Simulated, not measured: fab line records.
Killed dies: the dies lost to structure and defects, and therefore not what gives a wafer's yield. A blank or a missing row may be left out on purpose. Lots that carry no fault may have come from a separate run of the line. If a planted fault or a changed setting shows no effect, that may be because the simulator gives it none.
fab line records + flow nand_harc
record:
- lots: 12
- wafers: 36
- last_day: 24
route steps=1159 shown P_GATE@124 END@1159
lots that met no fault: taken from a fault-free run of the same line
start_h: hours from the record's opening day to when the first of the lot's shown wafers began + wait_h: time in hours since the lot's previous step + " the same as in the row above + L1.1+2: a row that stands for several wafers + - either no value or no given start + * or withheld: withheld + < > ~ a bound
route shown NAME@n: a module of which the file shows steps, and the number in the route of the first + usual: mean/standard deviation taken from wafers without a fault + same: alike in all rows + chamber/n: place in a boat + sites: readings site by site + _std_site: standard deviation of those values + _edge_site: inner sites' mean taken away from outer sites' mean + radius_mm: how far each site lies from the wafer's centre + mask NAME#n: copy n + behind: the most recent tool/chamber to have shaped the wafer + hold: reason for holding the lot/hours on hold/outcome of the hold + device: the transistor (n, p or np) that didn't switch + end of line: the route-end tests of the same wafers + a step given without rows: its recipe and nothing more + killed: the dies lost at the first sort to structure and to defects; this is not the yield of the wafer + map: a wafer's dies, x killed, . not, _ none there
set.NAME: the setting that was run; set.NAME@STEP: the one run at that earlier step + model.NAME: the simulator's own value behind a step, which no gauge read
the route's steps for a sample of lots (tables are steps, rows are wafers)
services: the hour from which a tool's chamber was out of use, counted from the record's first day as start_h (under 0 if before that day), plus the number of hours and why
== steps ==
step: NHARC_P_GATE_DESCUM_13
recipe:
- time_s: 3
- o2_flow_sccm: 200
- ar_flow_sccm: 0
- bias_power_w: 0
- chemistry: O2
usual:
- drypump_motor_current_A: 5.7/0.48
- oes_product_au: 0.994/0.01
- rf_vpp_V: 57.9/0.77
- showerhead_plenum_p_Torr: 1.92/0.091
- throttle_valve_pct: 11.312/0.0081
| lot.wafer | tool        | chamber | start_h | wait_h | drypump_motor_current_A | oes_product_au | rf_hours_counter_h | rf_vpp_V | showerhead_plenum_p_Torr | throttle_valve_pct |
|-----------|-------------|---------|---------|--------|-------------------------|----------------|--------------------|----------|--------------------------|--------------------|
| L177.3    | rie_diel-07 | 3       | 95.08   | -      | 6.8                     | 0.994          | 5                  | 58.2     | 2.02                     | 11.317             |
| L177.4    | "           | 1       | "       | "      | 5.4                     | 0.990          | 6                  | 58.5     | 2.04                     | 11.307             |
| L177.2    | "           | 2       | "       | "      | 5.5                     | 1.015          | 6                  | 57.9     | 1.86                     | 11.314             |
| L179.1    | rie_diel-07 | 1       | 102.20  | -      | 5.3                     | 0.982          | 8                  | 59.1     | 2.04                     | 11.327             |
| L179.4    | "           | 3       | "       | "      | 6.8                     | 1.001          | 7                  | 57.4     | 2.02                     | 11.314             |
| L179.5    | "           | 1       | "       | "      | 5.4                     | 0.986          | -                  | 57.3     | 2.04                     | 11.326             |
| L187.2    | rie_diel-07 | 2       | 150.02  | -      | 5.5                     | 0.997          | 17                 | 58.7     | 1.86                     | 11.311             |
| L187.1    | "           | 3       | "       | "      | 6.8                     | 0.989          | 16                 | 57.1     | 2.02                     | 11.310             |
| L187.3    | "           | 0       | "       | "      | 5.7                     | 0.980          | 18                 | 58.4     | 1.82                     | 11.306             |
| L189.2    | rie_diel-07 | 2       | 166.45  | -      | 5.5                     | 0.998          | 21                 | 56.6     | 1.86                     | 11.313             |
| L189.4    | "           | 3       | "       | "      | 6.8                     | 0.996          | 19                 | 58.9     | 2.02                     | 11.315             |
| L189.5    | "           | 3       | "       | "      | 6.8                     | 0.989          | -                  | 58.1     | 2.02                     | 11.312             |
| L188.3    | rie_diel-07 | 3       | 166.61  | -      | 6.8                     | 0.988          | 19                 | 57.0     | 2.02                     | 11.313             |
| L188.2    | "           | 2       | "       | "      | 5.5                     | 1.008          | 21                 | 58.0     | 1.86                     | 11.303             |
| L188.6    | "           | 0       | "       | "      | 5.7                     | 0.985          | -                  | 57.5     | 1.82                     | 11.297             |
| L190.3    | rie_diel-07 | 1       | 166.77  | -      | 5.3                     | 0.997          | 23                 | 57.9     | 2.04                     | 11.297             |
| L190.2    | "           | 2       | "       | "      | 5.5                     | 0.999          | 21                 | 58.0     | 1.86                     | 11.313             |
| L190.6    | "           | 2       | "       | "      | 5.5                     | 1.005          | -                  | 58.6     | 1.86                     | 11.317             |
| L191.4    | rie_diel-08 | 3       | 174.92  | -      | 6.0                     | 0.991          | 19                 | 57.5     | 1.99                     | 11.323             |
| L191.3    | "           | 0       | "       | "      | 5.5                     | 0.987          | 20                 | 58.0     | 1.97                     | 11.320             |
| L191.6    | "           | 3       | "       | "      | 6.0                     | 0.987          | -                  | 57.5     | 1.99                     | 11.301             |
| L192.2    | rie_diel-07 | 0       | 180.60  | -      | 5.7                     | 0.985          | 25                 | 59.1     | 1.81                     | 11.321             |
| L192.4    | "           | 2       | "       | "      | 5.5                     | 0.999          | 24                 | 57.9     | 1.86                     | 11.312             |
| L192.5    | "           | 0       | "       | "      | 5.7                     | 0.986          | -                  | 58.1     | 1.81                     | 11.320             |
| L193.2    | rie_diel-08 | 0       | 189.48  | -      | 5.6                     | 1.000          | 25                 | 57.9     | 1.97                     | 11.304             |
| L193.3    | "           | 1       | "       | "      | 5.2                     | 1.003          | 23                 | 57.9     | 1.88                     | 11.296             |
| L193.5    | "           | 0       | "       | "      | 5.5                     | 0.998          | -                  | 58.5     | 1.97                     | 11.313             |
| L194.1    | rie_diel-07 | 2       | 196.44  | -      | 5.5                     | 1.007          | 27                 | 57.3     | 1.86                     | 11.312             |
| L194.4    | "           | 3       | "       | "      | 6.8                     | 0.985          | 25                 | 57.5     | 2.02                     | 11.315             |
| L194.6    | "           | 2       | "       | "      | 5.5                     | 0.997          | -                  | 57.6     | 1.86                     | 11.302             |
| L195.4    | rie_diel-07 | 0       | 196.61  | -      | 5.7                     | 0.994          | 28                 | 57.1     | 1.81                     | 11.308             |
| L195.1    | "           | 2       | "       | "      | 5.5                     | 0.989          | 27                 | 57.4     | 1.86                     | 11.302             |
| L195.6    | "           | 1       | "       | "      | 5.4                     | 0.981          | -                  | 58.2     | 2.04                     | 11.310             |
| L197.1    | rie_diel-07 | 2       | 213.12  | -      | 5.5                     | 0.999          | 30                 | 56.7     | 1.86                     | 11.316             |
| L197.4    | "           | 0       | "       | "      | 5.7                     | 0.979          | 32                 | 55.9     | 1.81                     | 11.292             |
| L197.6    | "           | 3       | "       | "      | 6.8                     | 0.994          | -                  | 57.3     | 2.01                     | 11.302             |
step: NHARC_P_GATE_ETCHBACK_37
recipe:
- target_depth_a: 345
- time_s: 17.2
- chf3_flow_sccm: 50
- o2_flow_sccm: 10
- ar_flow_sccm: 200
- rf_w: 500
- bias_w: 200
- chemistry: CHF3/O2
usual:
- drypump_motor_current_A: 5.7/0.41
- oes_product_au: 0.95/0.038
- rf_vpp_V: 371.0/2.4
- showerhead_plenum_p_Torr: 2.42/0.11
- throttle_valve_pct: 20.573/0.0091
| lot.wafer | tool        | chamber | start_h | wait_h | drypump_motor_current_A | oes_product_au | rf_hours_counter_h | rf_vpp_V | showerhead_plenum_p_Torr | throttle_valve_pct |
|-----------|-------------|---------|---------|--------|-------------------------|----------------|--------------------|----------|--------------------------|--------------------|
| L177.3    | rie_diel-01 | 2       | -       | -      | 5.5                     | 0.92           | 45                 | 371.9    | 2.40                     | 20.579             |
| L177.4    | "           | 0       | "       | "      | 6.0                     | 0.93           | 48                 | 367.8    | 2.23                     | 20.565             |
| L177.2    | "           | 1       | "       | "      | 5.6                     | 0.93           | 50                 | 372.3    | 2.43                     | 20.579             |
| L179.4    | rie_diel-01 | 2       | -       | -      | 5.5                     | 0.92           | 47                 | 370.5    | 2.40                     | 20.579             |
| L179.1    | "           | 3       | "       | "      | 5.0                     | 0.92           | 51                 | 372.7    | 2.48                     | 20.589             |
| L179.5    | "           | 2       | "       | "      | 5.5                     | 0.92           | -                  | 370.1    | 2.40                     | 20.567             |
| L187.3    | rie_diel-08 | 2       | -       | -      | 5.6                     | 0.99           | 15                 | 368.0    | 2.24                     | 20.568             |
| L187.1    | "           | 0       | "       | "      | 5.6                     | 1.00           | 21                 | 372.6    | 2.47                     | 20.583             |
| L187.2    | "           | 1       | "       | "      | 5.2                     | 0.99           | 19                 | 368.8    | 2.37                     | 20.561             |
| L189.2    | rie_diel-08 | 0       | -       | -      | 5.5                     | 0.94           | 27                 | 371.4    | 2.47                     | 20.578             |
| L189.4    | "           | 3       | "       | "      | 6.0                     | 0.93           | 27                 | 372.0    | 2.49                     | 20.572             |
| L189.5    | "           | 0       | "       | "      | 5.5                     | 0.94           | -                  | 373.1    | 2.47                     | 20.574             |
| L190.2    | rie_diel-07 | 1       | -       | -      | 5.4                     | 0.92           | 27                 | 375.3    | 2.55                     | 20.558             |
| L190.3    | "           | 2       | "       | "      | 5.5                     | 0.93           | 26                 | 369.4    | 2.33                     | 20.567             |
| L190.6    | "           | 0       | "       | "      | 5.7                     | 0.90           | -                  | 368.8    | 2.28                     | 20.578             |
| L188.3    | rie_diel-01 | 3       | -       | -      | 5.0                     | 1.00           | 18                 | 371.9    | 2.47                     | 20.558             |
| L188.2    | "           | 1       | "       | "      | 5.6                     | 1.01           | 17                 | 371.7    | 2.42                     | 20.559             |
| L188.6    | "           | 0       | "       | "      | 6.0                     | 0.99           | -                  | 374.5    | 2.59                     | 20.578             |
| L191.3    | rie_diel-01 | 0       | -       | -      | 6.0                     | 0.99           | 17                 | 373.0    | 2.59                     | 20.566             |
| L191.4    | "           | 1       | "       | "      | 5.7                     | 1.00           | 19                 | 370.9    | 2.42                     | 20.553             |
| L191.6    | "           | 0       | "       | "      | 6.0                     | 0.99           | -                  | 375.0    | 2.59                     | 20.560             |
| L192.4    | rie_diel-01 | 1       | -       | -      | 5.6                     | 0.94           | 21                 | 370.4    | 2.42                     | 20.576             |
| L192.2    | "           | 3       | "       | "      | 5.0                     | 0.92           | 23                 | 370.4    | 2.47                     | 20.571             |
| L192.5    | "           | 1       | "       | "      | 5.6                     | 0.94           | -                  | 371.5    | 2.42                     | 20.588             |
| L193.3    | rie_diel-01 | 2       | -       | -      | 5.5                     | 1.01           | 24                 | 370.5    | 2.39                     | 20.580             |
| L193.2    | "           | 1       | "       | "      | 5.6                     | 1.02           | 23                 | 371.7    | 2.42                     | 20.577             |
| L193.5    | "           | 2       | "       | "      | 5.5                     | 1.00           | -                  | 370.3    | 2.39                     | 20.582             |
| L195.4    | rie_diel-07 | 1       | -       | -      | 5.4                     | 0.91           | 32                 | 373.9    | 2.55                     | 20.583             |
| L195.1    | "           | 2       | "       | "      | 5.5                     | 0.93           | 31                 | 369.2    | 2.33                     | 20.568             |
| L195.6    | "           | 1       | "       | "      | 5.4                     | 0.91           | -                  | 373.1    | 2.55                     | 20.573             |
| L194.1    | rie_diel-08 | 3       | -       | -      | 6.0                     | 0.91           | 37                 | 372.1    | 2.49                     | 20.585             |
| L194.4    | "           | 0       | "       | "      | 5.6                     | 0.90           | 36                 | 371.4    | 2.46                     | 20.579             |
| L194.6    | "           | 2       | "       | "      | 5.6                     | 0.93           | -                  | 366.3    | 2.23                     | 20.590             |
| L197.1    | rie_diel-08 | 2       | -       | -      | 5.6                     | 1.01           | 38                 | 367.2    | 2.23                     | 20.572             |
| L197.4    | "           | 3       | "       | "      | 6.0                     | 1.00           | 43                 | 372.2    | 2.48                     | 20.573             |
| L197.6    | "           | 2       | "       | "      | 5.6                     | 1.00           | -                  | 367.5    | 2.23                     | 20.584             |
step: NHARC_P_GATE_EXPOSE_56
recipe:
- na: 0.6
- target_cd_nm: 720
- dose_mj: 14.81
- mask_id: P_PSD
| lot.wafer  | tool           | chamber | start_h | wait_h | mask    |
|------------|----------------|---------|---------|--------|---------|
| L177.2+3+4 | krf_scanner-04 | 0       | 123.66  | -      | P_HVN#0 |
| L179.1+4+5 | krf_scanner-02 | 0       | 129.93  | -      | P_PSD#0 |
| L187.1+2+3 | krf_scanner-03 | 0       | 179.75  | -      | P_PSD#0 |
| L189.2+4+5 | krf_scanner-04 | 0       | 196.51  | -      | P_PSD#0 |
| L190.2+3+6 | krf_scanner-02 | 0       | 197.23  | -      | P_PSD#0 |
| L188.2+3+6 | krf_scanner-03 | 0       | 197.39  | -      | P_PSD#0 |
| L191.3+4+6 | krf_scanner-03 | 0       | 202.81  | -      | P_PSD#0 |
| L192.2+4+5 | krf_scanner-03 | 0       | 210.70  | -      | P_PSD#0 |
| L193.2+3+5 | krf_scanner-04 | 0       | 218.04  | -      | P_PSD#0 |
| L195.1+4+6 | krf_scanner-03 | 0       | 224.57  | -      | P_PSD#0 |
| L194.1+4+6 | krf_scanner-03 | 0       | 224.92  | -      | P_PSD#0 |
| L197.1+4+6 | krf_scanner-04 | 0       | 240.88  | -      | P_PSD#0 |
step: NHARC_P_GATE_CD_MEAS_59
recipe:
- target_cd_nm: 720
- landing_energy_ev: 500
usual:
- cd_nm: 720.4/1.6
| lot.wafer | tool      | chamber | start_h | wait_h | cd_nm |
|-----------|-----------|---------|---------|--------|-------|
| L177.2    | cd_sem-01 | 0       | 123.82  | -      | -     |
| L177.3    | "         | 0       | "       | "      | -     |
| L177.4    | "         | 0       | "       | "      | -     |
| L179.1    | cd_sem-03 | 0       | 130.09  | -      | 722.3 |
| L179.4    | "         | 0       | "       | "      | 721.2 |
| L179.5    | "         | 0       | "       | "      | 721.0 |
| L187.1    | cd_sem-01 | 0       | 179.91  | -      | 717.0 |
| L187.2    | "         | 0       | "       | "      | 720.2 |
| L187.3    | "         | 0       | "       | "      | 720.0 |
| L189.2    | cd_sem-02 | 0       | 196.67  | -      | 719.9 |
| L189.4    | "         | 0       | "       | "      | 722.3 |
| L189.5    | "         | 0       | "       | "      | 720.6 |
| L190.2    | cd_sem-02 | 0       | 197.38  | -      | 719.7 |
| L190.3    | "         | 0       | "       | "      | 718.4 |
| L190.6    | "         | 0       | "       | "      | 718.6 |
| L188.2    | cd_sem-02 | 0       | 197.54  | -      | 718.5 |
| L188.3    | "         | 0       | "       | "      | 719.1 |
| L188.6    | "         | 0       | "       | "      | 719.7 |
| L191.3    | cd_sem-01 | 0       | 202.96  | -      | 716.8 |
| L191.4    | "         | 0       | "       | "      | 719.5 |
| L191.6    | "         | 0       | "       | "      | 720.0 |
| L192.2    | cd_sem-01 | 0       | 210.86  | -      | 719.3 |
| L192.4    | "         | 0       | "       | "      | 716.9 |
| L192.5    | "         | 0       | "       | "      | 718.5 |
| L193.2    | cd_sem-02 | 0       | 218.20  | -      | 720.0 |
| L193.3    | "         | 0       | "       | "      | 722.5 |
| L193.5    | "         | 0       | "       | "      | 721.5 |
| L195.1    | cd_sem-01 | 0       | 224.73  | -      | 718.3 |
| L195.4    | "         | 0       | "       | "      | 720.5 |
| L195.6    | "         | 0       | "       | "      | 719.9 |
| L194.1    | cd_sem-03 | 0       | 225.07  | -      | 722.1 |
| L194.4    | "         | 0       | "       | "      | 723.1 |
| L194.6    | "         | 0       | "       | "      | 722.1 |
| L197.1    | cd_sem-02 | 0       | 241.04  | -      | 722.2 |
| L197.4    | "         | 0       | "       | "      | 722.1 |
| L197.6    | "         | 0       | "       | "      | 721.2 |
step: NHARC_P_GATE_DEGAS_109
recipe:
- temp_c: 300
- time_s: 60
usual:
- heater_power_w: 465/44
- susceptor_temp_C: 300.02/0.19
| lot.wafer | tool           | chamber | start_h | wait_h | heater_power_w | susceptor_temp_C |
|-----------|----------------|---------|---------|--------|----------------|------------------|
| L177.2    | pvd_sputter-01 | -       | 127.75  | 0.1    | 495            | 300.06           |
| L177.3    | "              | -       | "       | "      | 525            | 300.00           |
| L177.4    | "              | -       | "       | "      | 460            | 299.94           |
| L179.4    | pvd_sputter-03 | -       | 133.98  | 0.1    | 507            | 300.21           |
| L179.1    | "              | -       | "       | "      | 402            | 300.06           |
| L179.5    | "              | -       | "       | "      | 491            | 299.97           |
| L187.3    | pvd_sputter-03 | -       | 183.63  | 0.1    | 402            | 300.56           |
| L187.2    | "              | -       | "       | "      | 520            | 300.00           |
| L187.1    | "              | -       | "       | "      | 475            | 299.88           |
| L189.4    | pvd_sputter-02 | -       | 200.53  | 0.1    | 495            | 299.82           |
| L189.2    | "              | -       | "       | "      | 393            | 299.99           |
| L189.5    | "              | -       | "       | "      | 498            | 299.58           |
| L190.3    | pvd_sputter-03 | -       | 201.32  | 0.1    | 472            | 299.80           |
| L190.2    | "              | -       | "       | "      | 411            | 299.64           |
| L190.6    | "              | -       | "       | "      | 508            | 300.00           |
| L188.2    | pvd_sputter-03 | -       | 201.75  | 0.1    | 479            | -                |
| L188.3    | "              | -       | "       | "      | 505            | -                |
| L188.6    | "              | -       | "       | "      | 463            | -                |
| L191.3    | pvd_sputter-02 | -       | 206.65  | 0.1    | 397            | 300.00           |
| L191.4    | "              | -       | "       | "      | 494            | 299.89           |
| L191.6    | "              | -       | "       | "      | 400            | 300.32           |
| L192.2    | pvd_sputter-01 | -       | 214.55  | 0.1    | 460            | 300.04           |
| L192.4    | "              | -       | "       | "      | 485            | 300.18           |
| L192.5    | "              | -       | "       | "      | 544            | 300.04           |
| L193.2    | pvd_sputter-01 | -       | 221.91  | 0.1    | 460            | 299.91           |
| L193.3    | "              | -       | "       | "      | 472            | 300.17           |
| L193.5    | "              | -       | "       | "      | 447            | 299.93           |
| L195.4    | pvd_sputter-02 | -       | 228.58  | 0.1    | 397            | 300.11           |
| L195.1    | "              | -       | "       | "      | 452            | 299.99           |
| L195.6    | "              | -       | "       | "      | 396            | 300.44           |
| L194.1    | pvd_sputter-02 | -       | 229.11  | 0.1    | 447            | 299.77           |
| L194.4    | "              | -       | "       | "      | 412            | 300.28           |
| L194.6    | "              | -       | "       | "      | 503            | 300.06           |
| L197.4    | pvd_sputter-03 | -       | 244.97  | 0.1    | 516            | 300.09           |
| L197.1    | "              | -       | "       | "      | 494            | 299.99           |
| L197.6    | "              | -       | "       | "      | 488            | 299.76           |
step: NHARC_END_SORT_01
recipe:
- temp_c: 25
usual:
- killed_at_array: 28/11
- killed_at_other: 0.6/0.85
- killed_at_periphery: 2.8/2.3
- killed_dies: 31/11
- killed_open: 3.1/1.6
- killed_short: 2.0/1.4
same:
- gross_dies: 677
| lot.wafer | tool      | chamber | start_h | wait_h | killed_at_array | killed_at_other | killed_at_periphery | killed_dies | killed_open | killed_short |
|-----------|-----------|---------|---------|--------|-----------------|-----------------|---------------------|-------------|-------------|--------------|
| L177.2    | prober-01 | 0       | 460.11  | 2.8    | 28              | 0               | 649                 | 677         | 3           | 0            |
| L177.3    | prober-01 | 0       | 460.90  | 3.1    | 31              | 1               | 645                 | 677         | 4           | 1            |
| L177.4    | prober-01 | 0       | 461.69  | 3.4    | 34              | 0               | 643                 | 677         | 5           | 0            |
killed by level:class
L177.2 P_GATE:area_expose=648 A_SLIT:chamber_film_flake=14 A_CHANNEL_HOLE_D1:chamber_film_flake=9 A_SGD_CUT:geometric_particle:open=1 A_CONTACT:geometric_particle:open=1 A_M0:geometric_particle:open=1 P_CONTACT:chamber_film_flake=1 A_STAIRCASE:chamber_film_flake=1
L177.3 P_GATE:area_expose=642 A_CHANNEL_HOLE_D1:chamber_film_flake=12 A_SLIT:chamber_film_flake=7 A_STAIRCASE:chamber_film_flake=3 A_ONON_D1:geometric_particle:open=2 P_CONTACT:chamber_film_flake=2 A_WL_FILL:chamber_film_flake=2 A_CONTACT:chamber_film_flake=2
L177.4 P_GATE:area_expose=643 A_CHANNEL_HOLE_D1:chamber_film_flake=16 A_SLIT:chamber_film_flake=7 A_CONTACT:chamber_film_flake=3 A_CONTACT:geometric_particle:open=2 A_STAIRCASE:chamber_film_flake=2 A_ONON_D1:geometric_particle:open=1 A_CHANNEL_FILL_D1:geometric_particle:open=1
== services ==
| tool           | chamber | start_h | hours | kind   |
|----------------|---------|---------|-------|--------|
| pvd_sputter-02 | -       | 77.36   | 4.5   | repair |
| rie_diel-07    | 0       | 84.70   | -     | clean  |
| pvd_sputter-03 | -       | 102.00  | 10.0  | pm     |
| rie_diel-08    | 2       | 107.24  | 12.5  | repair |
| krf_scanner-03 | -       | 114.88  | 1.5   | repair |
| rie_diel-07    | 3       | 123.18  | 6.4   | repair |
| rie_diel-08    | -       | 124.80  | 9.0   | pm     |
| krf_scanner-04 | -       | 125.93  | 16.3  | repair |
| rie_diel-01    | 2       | 129.59  | 5.5   | repair |
| rie_diel-01    | -       | 138.37  | 9.0   | pm     |
| pvd_sputter-03 | -       | 144.15  | 2.6   | repair |
| pvd_sputter-01 | -       | 158.00  | 10.0  | pm     |
| rie_diel-01    | 0       | 161.94  | 4.9   | repair |
| rie_diel-08    | 2       | 164.66  | 7.4   | repair |
| krf_scanner-03 | -       | 168.00  | 4.0   | pm     |
| pvd_sputter-01 | -       | 172.96  | 3.9   | repair |
| pvd_sputter-02 | -       | 203.59  | 1.1   | repair |
| rie_diel-01    | -       | 205.01  | 0.6   | repair |
| krf_scanner-02 | -       | 210.00  | 4.0   | pm     |
| rie_diel-01    | 3       | 213.66  | 4.4   | repair |
| pvd_sputter-02 | -       | 214.01  | 10.0  | pm     |
| rie_diel-07    | -       | 228.20  | 9.0   | pm     |
| rie_diel-01    | 3       | 240.27  | 4.8   | repair |
| rie_diel-01    | 2       | 241.03  | 3.9   | repair |
== key ==
first_sign:
- step: NHARC_P_GATE_EXPOSE_56
- reading: mask
- direction: changed
effect:
- step: NHARC_P_GATE_CD_MEAS_59
- reading: cd_nm
- direction: missing
effect:
- step: NHARC_END_SORT_01
- reading: killed_at_periphery
- direction: up
- sigmas: 99+
- usual: 2.8
- struck: 645.7
more_kills_born_at:
- NHARC_P_GATE_EXPOSE_56@krf_scanner-04: 1933
met_at NHARC_P_GATE_EXPOSE_56
struck_lots L177
later_rows_left_out L177.2,L177.3,L177.4
tester_left_out L177
not_acting_at NHARC_P_GATE_DESCUM_13,NHARC_P_GATE_ETCHBACK_37,NHARC_P_GATE_DEGAS_109
fault:
- kind: wrong_mask
- tool: any
- chamber: -
- onset_h: 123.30
- steps: NHARC_P_GATE_EXPOSE_56
- aux_copy: P_HVN#0
- scope: struck_lots_only
tester_left_out: of these lots the tester's yield and bins aren't shown, on N5 and GAA mostly nor the transistor test; their killed dies are dies lost to structure and defects alone, not to doping, threshold or leakage, so they don't give the yield
later_rows_left_out: the simulator's readings of these wafers behind a module that went badly wrong aren't trusted and aren't shown, but for the sort
